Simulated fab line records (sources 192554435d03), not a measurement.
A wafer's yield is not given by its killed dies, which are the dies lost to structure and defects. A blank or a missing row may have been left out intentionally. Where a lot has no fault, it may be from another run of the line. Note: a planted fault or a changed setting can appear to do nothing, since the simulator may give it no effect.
Comparing a struck lot with a sound one | flow n5_finfet | 15 steps out of a route of 1938
Sound: the wafers L281.2, L281.3, L281.6. Struck: wafer L289.6 (L289.4, L289.5, from the same lot, were not struck and are left out); the cause is given at the end.
Per side, at each step with rows, come the tool, then ch with its chambers, and then its first start. Under that, the readings that differ: sound wafers | struck wafers | difference of the means | sigmas: that difference in standard deviations of wafers without a fault.
alike: same words and numbers on both sides, and readings whose means sit less than 2 such deviations apart. not compared: any withheld reading, any reading some wafer has no value for, any bound like >300 that may hide the same value, and any number with overlapping values for which the record gives no deviation.
The two part at a step that has a row with sigmas, a row that says differs or no value, or rows on one side only. Numbers that have no deviation but don't overlap get no sigmas and don't part them. A reading missing from all wafers of one side parts the sides only when that side holds two or more wafers.

first, 1 step without rows for these wafers: N5_BEOL_M5_STRIP_91 (strips in N2/H2, time 10 s).
N5_BEOL_M5_OCD_MEAS_38:
  sound on ocd-01 at day 11 02:39; struck on ocd-02 at day 12 22:22
  reading              | sound          | struck | difference | sigmas
  trench_depth_nm (nm) | 72.2 71.0 70.9 | 73.6   | +2.2       | +2
then, 4 steps without rows for these wafers: N5_BEOL_M5_HM_STRIP_39 (strips TiN in peroxide tin strip, target depth 25 nm, time 158 s); N5_BEOL_M5_SRD_40 (time 30 s); N5_BEOL_M5_PRECLEAN_42 (cleans in residue remover, time 60 s); N5_BEOL_M5_SRD_43 (time 30 s).
N5_BEOL_M5_CD_MEAS_35: target cd 28 nm, target cd y 24 nm.
  sound on cd_sem-03 at day 11 02:48; struck on cd_sem-02 at day 12 22:32
  alike: cd_nm
N5_BEOL_M5_CURE_80: cures SiCOH lowk, time 120 s.
  sound on uv_cure-01 ch 2, day 11 02:53; struck on uv_cure-03 ch 0, day 12 23:28
  alike: lamp_power_pct, wafer_temp_C_max
N5_BEOL_M5_DEGAS_44: time 60 s.
  sound on pvd_sputter-01 at day 11 03:10; struck on pvd_sputter-01 at day 13 00:04
  alike: heater_power_w
N5_BEOL_M5_PRE_CLEAN_45: time 30 s.
  sound on pvd_sputter-01 at day 11 03:12; struck on pvd_sputter-01 at day 13 00:06
  alike: heater_power_w
then, 1 step without rows for these wafers: N5_BEOL_M5_ALD_86 (deposits TaN, pulse time 2 s, purge time 3 s, co reactant purge time 2 s).
N5_BEOL_M5_SURFACE_TREAT_87:
  sound on pvd_sputter-02 at day 11 03:43; struck on pvd_sputter-01 at day 13 00:37
  not compared: throttle_valve_pct
N5_BEOL_M5_CVD_47: deposits Co from CCTBA/H2, target thk 3 nm, time 216 s.
  sound on cvd_co-01 ch 0,1, day 11 03:49; struck on cvd_co-01 ch 1, day 13 00:45
  reading          | sound             | struck | difference | sigmas
  run_length_s (s) | 238.4 237.8 238.2 | 337.9  | +99.8      | +99 or more
N5_BEOL_M5_SPUTTER_48: material Cu, target thk 15 nm, time 27.62 s.
  sound on pvd_sputter-02 at day 11 03:59; struck on pvd_sputter-01 at day 13 00:58
  reading                | sound          | struck | difference | sigmas
  throttle_valve_pct (%) | 30.8 28.4 28.2 | 32.2   | +3.1       | +3
  alike: chuck_gas_flow_sccm
-- here the record skips 5 days between the struck wafers' starts before and after, leaving off in module BEOL_M5 and picking up in module PASSIVATION (first step shown: number 1936 of the route) --
N5_PASSIVATION_PROBE_49:
  sound on prober-02 at day 15 12:01; struck on prober-01 at day 17 18:28
  reading            | sound    | struck | difference | sigmas
  killed_at_M0_to_M3 | 52 47 34 | 23     | -21        | -2
  killed_at_contacts | 4 5 7    | 20     | +15        | +2
  alike: defect_limited_yield, killed_at_M4_up, killed_at_front_end, killed_at_other, killed_dies, killed_open, killed_short, sort_bin_5_function, sort_bin_6_memory, sort_n_pass, sort_yield_pct

## WHERE THEY PART
First at N5_BEOL_M5_OCD_MEAS_38; last, within this record, at N5_PASSIVATION_PROBE_49.

WHY: what had been put in by the simulator
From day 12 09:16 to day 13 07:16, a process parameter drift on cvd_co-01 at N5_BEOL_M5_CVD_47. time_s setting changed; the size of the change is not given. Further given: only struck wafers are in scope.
